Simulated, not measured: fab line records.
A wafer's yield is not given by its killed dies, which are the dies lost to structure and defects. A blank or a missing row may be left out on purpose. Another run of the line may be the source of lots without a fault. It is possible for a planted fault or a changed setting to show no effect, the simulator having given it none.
Matching of chambers :: flow nandHarc :: NHARC_P_BONDPAD_DESCUM_11 on rieDiel-12: 4 sister chambers
The step chemistry O2, time 3 s. 24 wafers are shown with their chamber, then 12 later ones without.

WAFERS WITH THEIR CHAMBER
wafer: L075.3
chamber: 2
drypumpMotorCurrentA (A): 5.9
throttleValvePct (%): 11.315
oesProductAu (a.u.): 1.004

wafer: L075.4
chamber: 3
drypumpMotorCurrentA (A): 5.7
throttleValvePct (%): 11.296
oesProductAu (a.u.): 1.010

wafer: L075.6
chamber: 0
drypumpMotorCurrentA (A): 5.0
throttleValvePct (%): 11.299
oesProductAu (a.u.): 1.019

wafer: L075.1
chamber: 0
drypumpMotorCurrentA (A): 5.0
throttleValvePct (%): 11.308
oesProductAu (a.u.): 1.011

wafer: L075.2
chamber: 1
drypumpMotorCurrentA (A): 5.7
throttleValvePct (%): 11.316
oesProductAu (a.u.): 1.003

wafer: L075.5
chamber: 3
drypumpMotorCurrentA (A): 5.7
throttleValvePct (%): 11.304
oesProductAu (a.u.): 1.014

wafer: L079.3
chamber: 1
drypumpMotorCurrentA (A): 5.7
throttleValvePct (%): 11.323
oesProductAu (a.u.): 0.991

wafer: L079.5
chamber: 3
drypumpMotorCurrentA (A): 5.7
throttleValvePct (%): 11.326
oesProductAu (a.u.): 0.991

wafer: L079.6
chamber: 2
drypumpMotorCurrentA (A): 5.9
throttleValvePct (%): 11.318
oesProductAu (a.u.): 1.010

wafer: L078.2
chamber: 3
drypumpMotorCurrentA (A): 5.7
throttleValvePct (%): 11.303
oesProductAu (a.u.): 0.993

wafer: L078.4
chamber: 2
drypumpMotorCurrentA (A): 5.9
throttleValvePct (%): 11.304
oesProductAu (a.u.): 1.001

wafer: L078.6
chamber: 0
drypumpMotorCurrentA (A): 5.0
throttleValvePct (%): 11.305
oesProductAu (a.u.): 1.009

wafer: L081.2
chamber: 1
drypumpMotorCurrentA (A): 5.6
throttleValvePct (%): 11.307
oesProductAu (a.u.): 0.998

wafer: L081.4
chamber: 3
drypumpMotorCurrentA (A): 5.7
throttleValvePct (%): 11.312
oesProductAu (a.u.): 1.000

wafer: L081.5
chamber: 2
drypumpMotorCurrentA (A): 5.9
throttleValvePct (%): 11.302
oesProductAu (a.u.): 1.007

wafer: L082.2
chamber: 2
drypumpMotorCurrentA (A): 5.9
throttleValvePct (%): 11.303
oesProductAu (a.u.): 1.006

wafer: L082.4
chamber: 3
drypumpMotorCurrentA (A): 5.7
throttleValvePct (%): 11.312
oesProductAu (a.u.): 0.999

wafer: L082.6
chamber: 3
drypumpMotorCurrentA (A): 5.7
throttleValvePct (%): 11.301
oesProductAu (a.u.): 0.992

wafer: L083.1
chamber: 2
drypumpMotorCurrentA (A): 5.9
throttleValvePct (%): 11.306
oesProductAu (a.u.): 0.992

wafer: L083.3
chamber: 3
drypumpMotorCurrentA (A): 5.7
throttleValvePct (%): 11.311
oesProductAu (a.u.): 1.010

wafer: L083.4
chamber: 1
drypumpMotorCurrentA (A): 5.6
throttleValvePct (%): 11.310
oesProductAu (a.u.): 0.999

wafer: L084.3
chamber: 3
drypumpMotorCurrentA (A): 5.7
throttleValvePct (%): 11.303
oesProductAu (a.u.): 1.014

wafer: L084.5
chamber: 1
drypumpMotorCurrentA (A): 5.6
throttleValvePct (%): 11.321
oesProductAu (a.u.): 1.009

wafer: L084.6
chamber: 0
drypumpMotorCurrentA (A): 5.0
throttleValvePct (%): 11.300
oesProductAu (a.u.): 1.009

SIGNATURES (means of the wafers above)
reading: drypumpMotorCurrentA
chamber 0: 5.000
chamber 1: 5.640
chamber 2: 5.900
chamber 3: 5.700
scatter within a chamber: 0.0245

reading: throttleValvePct
chamber 0: 11.30300
chamber 1: 11.31540
chamber 2: 11.30800
chamber 3: 11.30756
scatter within a chamber: 0.0074

reading: oesProductAu
chamber 0: 1.01200
chamber 1: 1.00000
chamber 2: 1.00333
chamber 3: 1.00256
scatter within a chamber: 0.00765
Rule: a wafer lies at a distance from a chamber equal to the root of the sum of squares, over the readings, of (its reading less the chamber's mean, divided by the reading's scatter). If the next closest chamber is less than 2 further off than the closest, the wafer can't be placed; otherwise it belongs to the closest. The scatter: take each reading less its chamber's mean, square it, sum over the shown wafers, divide by the number of wafers less the number of chambers, and take the root.

WAFERS WITHOUT THEIR CHAMBER
wafer: L088.4
drypumpMotorCurrentA (A): 5.7
throttleValvePct (%): 11.293
oesProductAu (a.u.): 1.007

wafer: L088.5
drypumpMotorCurrentA (A): 5.9
throttleValvePct (%): 11.316
oesProductAu (a.u.): 0.999

wafer: L088.6
drypumpMotorCurrentA (A): 5.8
throttleValvePct (%): 11.298
oesProductAu (a.u.): 1.002

wafer: L089.3
drypumpMotorCurrentA (A): 5.0
throttleValvePct (%): 11.319
oesProductAu (a.u.): 0.989

wafer: L089.5
drypumpMotorCurrentA (A): 5.6
throttleValvePct (%): 11.310
oesProductAu (a.u.): 1.018

wafer: L089.6
drypumpMotorCurrentA (A): 5.0
throttleValvePct (%): 11.293
oesProductAu (a.u.): 0.991

wafer: L093.1
drypumpMotorCurrentA (A): 5.7
throttleValvePct (%): 11.314
oesProductAu (a.u.): 0.994

wafer: L093.3
drypumpMotorCurrentA (A): 5.9
throttleValvePct (%): 11.293
oesProductAu (a.u.): 0.997

wafer: L093.6
drypumpMotorCurrentA (A): 5.7
throttleValvePct (%): 11.318
oesProductAu (a.u.): 1.032

wafer: L095.2
drypumpMotorCurrentA (A): 5.0
throttleValvePct (%): 11.324
oesProductAu (a.u.): 0.990

wafer: L095.3
drypumpMotorCurrentA (A): 5.9
throttleValvePct (%): 11.303
oesProductAu (a.u.): 0.996

wafer: L095.5
drypumpMotorCurrentA (A): 5.7
throttleValvePct (%): 11.302
oesProductAu (a.u.): 0.988

CHAMBER TAKEN BY EACH
wafer: L088.4
from the rows above: can't be placed: 3 or 1
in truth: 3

wafer: L088.5
from the rows above: 2
in truth: 2

wafer: L088.6
from the rows above: can't be placed: 3 or 2
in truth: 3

wafer: L089.3
from the rows above: 0
in truth: 0

wafer: L089.5
from the rows above: can't be placed: 1 or 3
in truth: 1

wafer: L089.6
from the rows above: 0
in truth: 0

wafer: L093.1
from the rows above: can't be placed: 3 or 1
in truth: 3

wafer: L093.3
from the rows above: 2
in truth: 2

wafer: L093.6
from the rows above: can't be placed: 3 or 1
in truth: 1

wafer: L095.2
from the rows above: 0
in truth: 0

wafer: L095.3
from the rows above: 2
in truth: 2

wafer: L095.5
from the rows above: can't be placed: 3 or 1
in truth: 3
Correct placement for 6 of the 12. These rows do not allow placing 6 (true chamber among the candidates in 6). 0 placed wrongly.
